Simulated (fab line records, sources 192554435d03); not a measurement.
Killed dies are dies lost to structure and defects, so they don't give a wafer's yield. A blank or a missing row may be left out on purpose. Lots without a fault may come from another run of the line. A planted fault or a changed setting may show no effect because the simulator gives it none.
Which tool did it? | flow n5_finfet | 12 lots, 35 wafers sampled, at 3 steps of a route of 1938

WHAT THE GAUGES READ, wafer by wafer
N5_BEOL_M8_CD_MEAS_28: target cd 40 nm.
lot  | measured     | on        | cd_nm (nm)
L136 | day 9 22:01  | cd_sem-03 | 40.14 39.84 39.78
L135 | day 10 16:50 | cd_sem-02 | 40.09 40.23 40.27
L142 | day 11 09:59 | cd_sem-03 | 39.66 39.95 40.12
L141 | day 11 17:38 | cd_sem-03 | 40.05 40.16 40.13
L143 | day 11 17:48 | cd_sem-01 | 40.16 40.11 40.07
L145 | day 12 21:04 | cd_sem-03 | 40.04 40.14 41.00
L146 | day 13 04:38 | cd_sem-01 | 39.51 40.12 39.73
L147 | day 13 04:47 | cd_sem-02 | 40.08 40.25 39.90
L149 | day 13 10:39 | cd_sem-01 | 39.74 39.80
L151 | day 13 15:10 | cd_sem-03 | 40.36 39.95 40.08
L155 | day 14 16:34 | cd_sem-03 | 39.63 40.09 39.82
L157 | day 15 11:52 | cd_sem-02 | 40.23 40.15 40.15

N5_BEOL_M8_OVL_MEAS_29.
lot  | measured     | on         | V7_OVL (nm)
L136 | day 9 22:02  | overlay-02 | -0.1 0.0 -0.3
L135 | day 10 16:53 | overlay-02 | -0.1 0.3 -0.9
L142 | day 11 10:01 | overlay-02 | 0.3 0.7 -0.7
L141 | day 11 17:40 | overlay-02 | -0.6 -0.7 -0.7
L143 | day 11 17:50 | overlay-02 | -0.9 -1.9 -0.2
L145 | day 12 21:06 | overlay-02 | 0.5 -1.6 0.3
L146 | day 13 04:40 | overlay-01 | 0.4 0.9 -0.8
L147 | day 13 04:50 | overlay-02 | -0.2 1.2 0.5
L149 | day 13 10:42 | overlay-01 | 1.1 0.9
L151 | day 13 15:12 | overlay-01 | 0.3 0.7 -0.4
L155 | day 14 16:37 | overlay-01 | 0.6 -0.5 0.4
L157 | day 15 11:53 | overlay-01 | -0.9 -0.4 -1.3

WHICH TOOL RAN EACH LOT (tool, then ch and the chambers of the sampled wafers, then the start)
lot  | N5_BEOL_M8_STRIP_67
L136 | rie_diel-04 ch 1,2, day 9 20:43
L135 | rie_diel-04 ch 0,1,2, day 10 15:10
L142 | rie_diel-03 ch 0,2, day 11 08:54
L141 | rie_diel-04 ch 2,3, day 11 16:31
L143 | rie_diel-01 ch 1,2,3, day 11 16:41
L145 | rie_diel-04 ch 1,2,3, day 12 17:05
L146 | rie_diel-03 ch 1,2,3, day 13 03:45
L147 | rie_diel-03 ch 1,2,3, day 13 04:01
L149 | rie_diel-04 ch 0,2, day 13 09:47
L151 | rie_diel-04 ch 1,2,3, day 13 14:34
L155 | rie_diel-03 ch 2,3, day 14 16:02
L157 | rie_diel-03 ch 0,1,3, day 15 11:07
- N5_BEOL_M8_STRIP_67: strips in CF4.

WHAT THE TOOLS THEMSELVES READ (means of the sampled wafers that have a number; where no wafer has one, the mark that the record gives instead)
N5_BEOL_M8_STRIP_67.
lot  | tool        | drypump_motor_current_A (A) | oes_product_au (a.u.) | rf_vpp_V (V) | showerhead_plenum_p_Torr (Torr) | throttle_valve_pct (%)
L136 | rie_diel-04 | 5.5                         | 0.82                  | 270.8        | 1.74                            | 13.33
L135 | rie_diel-04 | 5.7                         | 0.79                  | 269.4        | 1.75                            | 13.52
L142 | rie_diel-03 | 6.1                         | 0.76                  | 272.0        | 1.80                            | 13.62
L141 | rie_diel-04 | 5.1                         | 0.76                  | 269.4        | 1.72                            | 13.55
L143 | rie_diel-01 | 5.7                         | 0.80                  | 271.3        | 1.80                            | 13.37
L145 | rie_diel-04 | 5.3                         | 0.79                  | 270.3        | 1.73                            | 13.51
L146 | rie_diel-03 | 5.4                         | 0.88                  | 272.1        | 1.79                            | 13.33
L147 | rie_diel-03 | 5.4                         | 0.86                  | 270.9        | 1.79                            | 13.33
L149 | rie_diel-04 | 5.8                         | 0.87                  | 269.6        | 1.75                            | 13.32
L151 | rie_diel-04 | 5.3                         | 0.78                  | 269.5        | 1.72                            | 13.54
L155 | rie_diel-03 | 5.5                         | 0.88                  | 270.7        | 1.76                            | 13.43
L157 | rie_diel-03 | 5.6                         | 0.80                  | 271.1        | 1.77                            | 13.64

THE ANSWER, worked out from the rows above alone
Rule: what is usual is taken from the lots themselves. Put in order of their means at a reading, lots are off if they are a third of the lots or fewer, leave a main group of 4 or more, and stand apart from it by a gap of 3 or more times the standard deviation of the main group's means; of several such gaps the widest counts. A main group whose means are all the same, to the digits that the tables above print for the reading, isn't used. A lot without any number at a reading at which 4 lots or more have one is off too. The other lots that the step has rows for count as sound. The gauges are gone through in route order, then the tools' own readings, and for those a lot's mean is taken as printed above. The first step at which some lot is off is used, and at that step the reading that is off furthest; a lot without a number counts as furthest.
No lot is off at any reading shown: from this, nothing can be told.

WHAT THE SIMULATOR HAD PUT IN
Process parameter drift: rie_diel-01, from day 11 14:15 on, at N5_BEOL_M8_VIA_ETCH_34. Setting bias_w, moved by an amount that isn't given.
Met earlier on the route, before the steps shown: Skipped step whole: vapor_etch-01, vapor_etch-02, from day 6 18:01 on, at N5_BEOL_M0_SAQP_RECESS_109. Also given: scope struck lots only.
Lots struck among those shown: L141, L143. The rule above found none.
